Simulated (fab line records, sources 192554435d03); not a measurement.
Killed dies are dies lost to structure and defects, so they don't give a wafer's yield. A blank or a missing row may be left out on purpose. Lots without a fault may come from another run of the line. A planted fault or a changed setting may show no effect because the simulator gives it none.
Chamber matching | flow n5_finfet | N5_BEOL_M0_SAQP_STRIP_86 on rie_diel-04: 4 sister chambers
The step strips in N2/H2. 8 wafers are shown with their chamber, then 10 later ones without.

WAFERS WITH THEIR CHAMBER
wafer  | chamber | showerhead_plenum_p_Torr (Torr) | throttle_valve_pct (%)
L081.1 | 0       | 3.55                            | 18.71
L083.1 | 0       | 3.55                            | 18.72
L083.3 | 1       | 3.37                            | 19.19
L085.4 | 2       | 3.34                            | 19.16
L088.1 | 1       | 3.36                            | 19.19
L088.5 | 3       | 3.35                            | 18.98
L090.1 | 3       | 3.34                            | 18.95
L090.2 | 2       | 3.34                            | 19.17

WAFERS WITHOUT THEIR CHAMBER
wafer  | showerhead_plenum_p_Torr (Torr) | throttle_valve_pct (%)
L090.4 | 3.55                            | 18.75
L094.1 | 3.54                            | 18.74
L094.3 | 3.36                            | 19.22
L094.4 | 3.34                            | 18.99
L095.1 | 3.36                            | 19.23
L095.2 | 3.54                            | 18.72
L095.5 | 3.34                            | 19.02
L096.1 | 3.34                            | 19.01
L096.5 | 3.35                            | 19.24
L096.6 | 3.33                            | 19.20

WHICH CHAMBER EACH WENT THROUGH
wafer  | from the rows above     | in truth
L090.4 | 0                       | 0
L094.1 | 0                       | 0
L094.3 | 1                       | 1
L094.4 | 3                       | 3
L095.1 | 1                       | 1
L095.2 | 0                       | 0
L095.5 | 3                       | 3
L096.1 | 3                       | 3
L096.5 | can't be placed: 1 or 2 | 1
L096.6 | 2                       | 2
Placed correctly: 9 of 10. Can't be placed from these rows: 1 (the true chamber is among the candidates in 1). Placed wrongly: 0.
How it was worked out, from the rows above alone: a wafer's distance from a chamber is the root of the sum, over the readings, of the square of ((its reading less the chamber's mean) divided by the reading's scatter). The wafer belongs to the nearest chamber; if the next one is less than 2 further off, it can't be placed. A chamber's mean is the mean of its shown wafers. The scatter: the root of (the sum of the squares of (reading less its chamber's mean) over the shown wafers, divided by (wafers less chambers)).
